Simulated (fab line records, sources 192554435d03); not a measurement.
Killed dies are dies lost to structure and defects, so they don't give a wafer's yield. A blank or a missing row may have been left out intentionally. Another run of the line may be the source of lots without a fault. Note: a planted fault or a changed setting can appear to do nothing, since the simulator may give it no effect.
Matching of chambers | flow n5 finfet | N5_BEOL_M0_ETCH_138 on rie diel-04: 4 sister chambers
The step etches SiCN in CH3F/O2, target depth 12 nm, time 31.6 s. 8 wafers are shown with their chamber, then 8 later ones without.

== WAFERS, EACH WITH ITS CHAMBER ==
wafer  | chamber | showerhead plenum p Torr (Torr) | throttle valve pct (%)
L081.2 | 3       | 2.02                            | 16.50
L082.5 | 3       | 2.02                            | 16.50
L084.1 | 2       | 1.96                            | 16.53
L084.2 | 1       | 1.89                            | 16.13
L086.1 | 2       | 1.96                            | 16.54
L086.2 | 0       | 2.07                            | 16.42
L086.4 | 1       | 1.89                            | 16.12
L091.3 | 0       | 2.06                            | 16.44

== WAFERS WITHOUT THEIR CHAMBER ==
wafer  | showerhead plenum p Torr (Torr) | throttle valve pct (%)
L091.4 | 1.96                            | 16.56
L091.5 | 1.89                            | 16.17
L092.1 | 1.96                            | 16.58
L092.2 | 1.89                            | 16.14
L092.5 | 2.06                            | 16.42
L094.1 | 2.06                            | 16.44
L094.4 | 1.96                            | 16.59
L094.5 | 1.96                            | 16.58

== WHICH CHAMBER EACH ONE RAN IN ==
wafer  | from the rows above | in truth
L091.4 | 2                   | 2
L091.5 | 1                   | 1
L092.1 | 2                   | 2
L092.2 | 1                   | 1
L092.5 | 0                   | 0
L094.1 | 0                   | 0
L094.4 | 2                   | 2
L094.5 | 2                   | 2
Placed correctly: 8 of 8. From these rows, 0 cannot be placed. Placed wrongly: 0.
How it was worked out, from the rows above alone: a wafer's distance from a chamber is the root of the sum, over the readings, of the square of ((its reading less the chamber's mean) divided by the reading's scatter). If the next closest chamber is less than 2 further off than the closest, the wafer can't be placed; otherwise it belongs to the closest. A chamber's mean is the mean of its shown wafers. The scatter: the root of (the sum of the squares of (reading less its chamber's mean) over the shown wafers, divided by (wafers less chambers)).
